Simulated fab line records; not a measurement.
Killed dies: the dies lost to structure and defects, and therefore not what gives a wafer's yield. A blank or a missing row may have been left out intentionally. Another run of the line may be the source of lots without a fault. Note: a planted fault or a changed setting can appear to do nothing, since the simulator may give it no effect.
A struck lot beside a sound one -- flow n5 finfet -- 18 out of 1938 route steps
Sound: the wafers L732.2, L732.3, L732.4. Wafers struck: L745.1, L745.5, L745.6. At the end, the cause is stated.
Each step with rows lists, per side, the tool, then ch with its chambers, then its first start. Under that, the readings that differ: sound wafers -- struck wafers -- difference of the means -- sigmas: that difference in standard deviations of wafers without a fault.
alike: readings with means less than 2 such deviations apart, plus words and numbers identical on both sides. not compared: withheld readings, readings lacking a value on some wafer, bounds such as >300 that could conceal the same value, and numbers that have no deviation in the record and whose values overlap.
A row with sigmas, a row that says differs or no value, or rows on one side alone: a step with any of these is where the two part. Numbers that don't overlap but have no deviation are shown without sigmas and don't part them. Lack of a reading on every wafer of one side parts them only where that side has two or more wafers.

N5_FIN_SAQP_INSPECT_18: inspects for defects (brightfield).
  sound on defect inspect-01 at day 3 15:33; struck on defect inspect-02 at day 6 21:55
  alike: raw defect count
N5_FIN_SAQP_DESCUM_21: chemistry O2, time 7.9 s.
  sound on rie diel-04 ch 1,2,3, day 3 15:35; struck on rie diel-01 ch 0,2,3, day 6 21:57
  alike: bias power w, drypump motor current A, oes product au, rf vpp V, showerhead plenum p Torr, throttle valve pct
  not compared: rf hours counter h
N5_FIN_SAQP_ETCH_51: etches SiARC in CF4, target depth 45.5 nm, time 75.8 s.
  sound on rie diel-04 ch 1,2,3, day 3 15:37; struck on rie diel-01 ch 0,2,3, day 6 21:59
  alike: drypump motor current A, etch rf on time s, oes product au, rf vpp V, showerhead plenum p Torr, throttle valve pct
  not compared: rf hours counter h
N5_FIN_SAQP_ETCH_52: etches SOC in N2/H2, target depth 100 nm, overetch 20 nm, time 150 s.
  sound on rie diel-04 ch 1,2,3, day 3 15:40; struck on rie diel-01 ch 0,2,3, day 6 22:02
  alike: drypump motor current A, oes product au, rf vpp V, showerhead plenum p Torr, throttle valve pct
  not compared: rf hours counter h
then, 4 steps without rows for these wafers: N5_FIN_SAQP_STRIP_53 (strips in N2/H2); N5_FIN_SAQP_HM_OPEN_73 (chemistry CHF3/O2, target SiO2, stops on a-Si, target depth 12 nm, time 16.8 s); N5_FIN_SAQP_STRIP_74 (strips in CHF3/O2); N5_FIN_SAQP_MANDREL_ETCH_22 (etches a-Si in HBr/Cl2, stops on SiNx, target depth 60 nm, bt time 10 s, time 30 s).
N5_FIN_SAQP_STRIP_55: strips in N2/H2.
  sound on rie diel-04 ch 0,1,3, day 3 15:58; struck on rie diel-04 ch 0,3, day 6 22:20
  alike: bias power w, drypump motor current A, oes product au, rf vpp V, showerhead plenum p Torr, throttle valve pct
  not compared: rf hours counter h
then, 2 steps without rows for these wafers: N5_FIN_SAQP_STRIP_23 (strips in SPM, time 750 s); N5_FIN_SAQP_SRD_66 (time 30 s).
N5_FIN_SAQP_RECESS_75: chemistry HF/NH3, target SiO2, target depth 14.4 nm, afs cycles 3, sublimation time 60 s.
  sound on vapor etch-02 ch 0,1, day 3 16:17; struck on vapor etch-01 ch 0,1, day 6 22:39
reading,sound,struck,difference,sigmas
drypump motor current A (A),5.39 5.38 5.52,5.66 5.63 5.69,+0.23,+2
N5_FIN_SAQP_SPACER1_ALD_24: deposits SiO2, target thk 20.3 nm, pulse time 1 s, purge time 2 s.
  sound on ald sin-01 ch 1,2,3, day 3 16:50; struck on ald sin-04 ch 1,2, day 6 23:02
reading,sound,struck,difference,sigmas
susceptor temp C (C),300.12 300.00 300.09,316.45 316.47 317.29,+16.67,+76
model.SiO2_of_FIN_SAQP_SPACER1_ALD_24.thk nm (nm),20.4 20.4 20.4,19.8 19.8 20,-0.5,
  alike: heater power w, precursor pulse height rel
then, 1 step without rows for these wafers: N5_FIN_SAQP_SPACER1_ETCHBACK_25 (etches SiO2 in CHF3/O2, target depth 24.4 nm, time 12.2 s).
N5_FIN_SAQP_MANDREL1_REMOVE_56: chemistry HBr/Cl2/O2, target a-Si, stops on SiNx, bt time 10 s.
  sound on rie si-01 ch 0,2,3, day 3 17:45; struck on rie si-01 ch 1,2, day 6 23:50
reading,sound,struck,difference,sigmas
model.FIN_SAQP.cd nm (nm),20.4 20.4 20.4,19.8 19.8 20,-0.5,
  alike: drypump motor current A, he backside leak sccm, oes product au, throttle valve pct
  not compared: rf hours counter h
N5_FIN_SAQP_CD_MEAS_27 targets a cd of 20 nm.
  sound on cd sem-03 ch 0, day 3 17:52; struck on cd sem-03 ch 0, day 6 23:57
reading,sound,struck,difference,sigmas
cd nm (nm),20.55 20.53 20.23,19.44 20.14 19.85,-0.63,-3
-- record jumps: 6 days separate the struck wafers' starts on either side; left off in module FIN_SAQP, taken up again in module BEOL_M4, whose first shown step is the route's number 1111 --
N5_BEOL_M4_RC_MEAS_101:
  sound on prober-01 ch 0, day 9 22:22; struck on prober-01 ch 0, day 12 22:43
  alike: DIBL_N, DIBL_P, IOFF_N, IOFF_P, ION_N, ION_P, SS_N, SS_P, VT_N, VT_P
-- here the record skips 5 days between the struck wafers' starts before and after, leaving off in module BEOL_M4 and picking up in module PASSIVATION (first step shown: number 1936 of the route) --
N5_PASSIVATION_PROBE_49:
  sound on prober-02 at day 14 14:46; struck on prober-01 at day 17 18:15
reading,sound,struck,difference,sigmas
killed at front end,61 48 45,23 24 38,-23,-2
  alike: defect limited yield, killed_at_M0_to_M3, killed_at_M4_up, killed at contacts, killed at other, killed dies, killed open, killed short, sort_bin_5_function, sort_bin_6_memory, sort_bin_8_speed, sort n pass

## WHERE THEY PART
Earliest at N5_FIN_SAQP_RECESS_75; latest, in this record, at N5_PASSIVATION_PROBE_49.

WHY: what had been put in by the simulator
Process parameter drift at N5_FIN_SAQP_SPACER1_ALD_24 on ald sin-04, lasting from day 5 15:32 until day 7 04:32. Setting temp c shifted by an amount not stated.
